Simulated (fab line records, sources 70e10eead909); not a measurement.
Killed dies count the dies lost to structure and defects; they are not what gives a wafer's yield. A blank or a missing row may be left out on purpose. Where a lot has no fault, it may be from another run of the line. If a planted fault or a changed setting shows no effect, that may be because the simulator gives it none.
Matching of chambers + flow nandHarc + NHARC_A_CONTACT_ETCH_75 on rieDiel-01 has 4 sister chambers
The step etches the open film in CF4, target depth 39 nm, time 65 s. 20 wafers are shown with their chamber, then 10 later ones without.

== WAFERS WITH THEIR CHAMBER ==
| wafer  | chamber | drypumpMotorCurrentA (A) | showerheadPlenumPTorr (Torr) | rfFwdPowerW (W) |
|--------|---------|--------------------------|------------------------------|-----------------|
| L079.1 | 3       | 5.24                     | 1.65                         | 298.1           |
| L079.3 | 2       | 6.18                     | 1.69                         | 295.3           |
| L079.4 | 0       | 6.06                     | 1.80                         | 298.0           |
| L074.1 | 2       | 6.17                     | 1.69                         | 297.3           |
| L074.2 | 1       | 5.81                     | 1.71                         | 295.5           |
| L074.5 | 0       | 6.06                     | 1.80                         | 298.7           |
| L077.2 | 0       | 6.06                     | 1.80                         | 297.8           |
| L077.3 | 3       | 5.23                     | 1.65                         | 297.9           |
| L077.4 | 2       | 6.22                     | 1.69                         | 295.9           |
| L080.3 | 2       | 6.17                     | 1.69                         | 298.0           |
| L080.4 | 3       | 5.24                     | 1.64                         | 299.3           |
| L080.6 | 1       | 5.83                     | 1.71                         | 295.7           |
| L082.1 | 2       | 6.20                     | 1.68                         | 296.6           |
| L082.2 | 1       | 5.82                     | 1.70                         | 296.1           |
| L082.5 | 0       | 6.07                     | 1.80                         | 297.1           |
| L085.1 | 2       | 6.19                     | 1.68                         | 297.4           |
| L085.2 | 1       | 5.83                     | 1.70                         | 295.6           |
| L085.3 | 0       | 6.07                     | 1.80                         | 298.1           |
| L090.3 | 1       | 5.81                     | 1.70                         | 296.6           |
| L090.5 | 0       | 6.06                     | 1.80                         | 297.9           |

SIGNATURES (means of the wafers above)
| reading               | chamber 0 | chamber 1 | chamber 2 | chamber 3 | scatter within a chamber |
|-----------------------|-----------|-----------|-----------|-----------|--------------------------|
| drypumpMotorCurrentA  | 6.0633    | 5.8200    | 6.1883    | 5.2367    | 0.0125                   |
| showerheadPlenumPTorr | 1.8000    | 1.7040    | 1.6867    | 1.6467    | 0.00447                  |
| rfFwdPowerW           | 297.933   | 295.900   | 296.750   | 298.433   | 0.726                    |
Rule: for each reading, subtract the chamber's mean from the wafer's reading, divide by that reading's scatter and square the result; add these up over the readings and take the root, which gives the wafer's distance from the chamber. The wafer belongs to the nearest chamber; if the next one is less than 2 further off, it can't be placed. The scatter: take each reading less its chamber's mean, square it, sum over the shown wafers, divide by the number of wafers less the number of chambers, and take the root.

== WAFERS WITH NO CHAMBER GIVEN ==
| wafer  | drypumpMotorCurrentA (A) | showerheadPlenumPTorr (Torr) | rfFwdPowerW (W) |
|--------|--------------------------|------------------------------|-----------------|
| L090.6 | 5.84                     | 1.70                         | 297.4           |
| L093.3 | 5.26                     | 1.64                         | 298.5           |
| L093.4 | 5.83                     | 1.70                         | 297.3           |
| L093.6 | 5.21                     | 1.64                         | 298.8           |
| L095.1 | 6.16                     | 1.68                         | 296.1           |
| L095.4 | 6.06                     | 1.79                         | 298.9           |
| L095.6 | 6.07                     | 1.79                         | 297.0           |
| L096.2 | 5.82                     | 1.70                         | 297.7           |
| L096.3 | 5.25                     | 1.91                         | 297.7           |
| L096.6 | 6.06                     | 1.79                         | 299.2           |

== CHAMBER TAKEN BY EACH ==
| wafer  | from the rows above | in truth |
|--------|---------------------|----------|
| L090.6 | 1                   | 1        |
| L093.3 | 3                   | 3        |
| L093.4 | 1                   | 1        |
| L093.6 | 3                   | 3        |
| L095.1 | 2                   | 2        |
| L095.4 | 0                   | 0        |
| L095.6 | 0                   | 0        |
| L096.2 | 1                   | 1        |
| L096.3 | 3                   | 3        |
| L096.6 | 0                   | 0        |
Placed correctly: 10 of 10. Left unplaced by these rows: 0. 0 placed wrongly.
